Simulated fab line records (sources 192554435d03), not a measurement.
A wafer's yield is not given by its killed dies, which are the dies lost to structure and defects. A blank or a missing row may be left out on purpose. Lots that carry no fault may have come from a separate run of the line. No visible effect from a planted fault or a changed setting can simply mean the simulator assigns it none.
Chamber matching ; flow n5 finfet ; rie diel-01 running N5_BEOL_M10_STRIP_19: 4 sister chambers
The step strips in O2. 22 wafers are shown with their chamber, then 11 later ones without.

## WAFERS, EACH WITH ITS CHAMBER
wafer;chamber;drypump motor current A (A);throttle valve pct (%);showerhead plenum p Torr (Torr)
L079.1;1;5.7;16.95;2.09
L079.3;3;5.2;16.96;2.09
L079.5;1;5.7;16.96;2.09
L077.2;2;5.0;16.28;2.15
L077.5;0;6.5;16.60;2.04
L077.6;1;5.6;16.96;2.09
L075.2;3;5.2;16.98;2.09
L075.3;0;6.5;16.62;2.04
L075.6;0;6.5;16.60;2.04
L078.1;2;5.0;16.29;2.15
L078.4;3;5.2;17.00;2.09
L078.6;0;6.5;16.62;2.03
L081.2;2;5.0;16.30;2.14
L081.5;3;5.2;17.01;2.09
L081.6;2;4.9;16.30;2.14
L082.2;3;5.2;17.02;2.09
L082.3;0;6.5;16.64;2.03
L082.5;1;5.6;17.00;2.09
L084.2;2;5.0;16.34;2.14
L084.4;0;6.5;16.66;2.03
L084.5;2;5.0;16.33;2.14
L088.1;1;5.6;17.01;2.08

SIGNATURES (averages over the wafers above)
reading;chamber 0;chamber 1;chamber 2;chamber 3;scatter within a chamber
drypump motor current A;6.500;5.640;4.983;5.200;0.0336
throttle valve pct;16.6233;16.9760;16.3067;16.9940;0.0244
showerhead plenum p Torr;2.0350;2.0880;2.1433;2.0900;0.00449
Rule: a wafer's distance from a chamber is the root of the sum, over the readings, of the square of ((its reading less the chamber's mean) divided by the reading's scatter). If the next closest chamber is less than 2 further off than the closest, the wafer can't be placed; otherwise it belongs to the closest. The scatter: the root of (the sum of the squares of (reading less its chamber's mean) over the shown wafers, divided by (wafers less chambers)).

## WAFERS MISSING THEIR CHAMBER
wafer;drypump motor current A (A);throttle valve pct (%);showerhead plenum p Torr (Torr)
L088.2;5.2;17.07;2.08
L088.4;6.5;16.67;2.02
L090.2;5.0;16.33;2.14
L090.3;5.6;17.01;2.08
L090.6;6.5;16.68;2.02
L093.3;5.6;17.04;2.08
L093.4;6.5;16.68;2.02
L093.5;5.7;17.05;2.08
L096.2;5.0;16.39;2.13
L096.3;6.5;16.71;2.02
L096.6;6.5;16.71;2.02

## EACH ONE'S CHAMBER
wafer;from the rows above;in truth
L088.2;3;3
L088.4;0;0
L090.2;2;2
L090.3;1;1
L090.6;0;0
L093.3;1;1
L093.4;0;0
L093.5;1;1
L096.2;2;2
L096.3;0;0
L096.6;0;0
Correct placement for 11 of the 11. Not placeable from these rows: 0. Placed wrongly: 0.
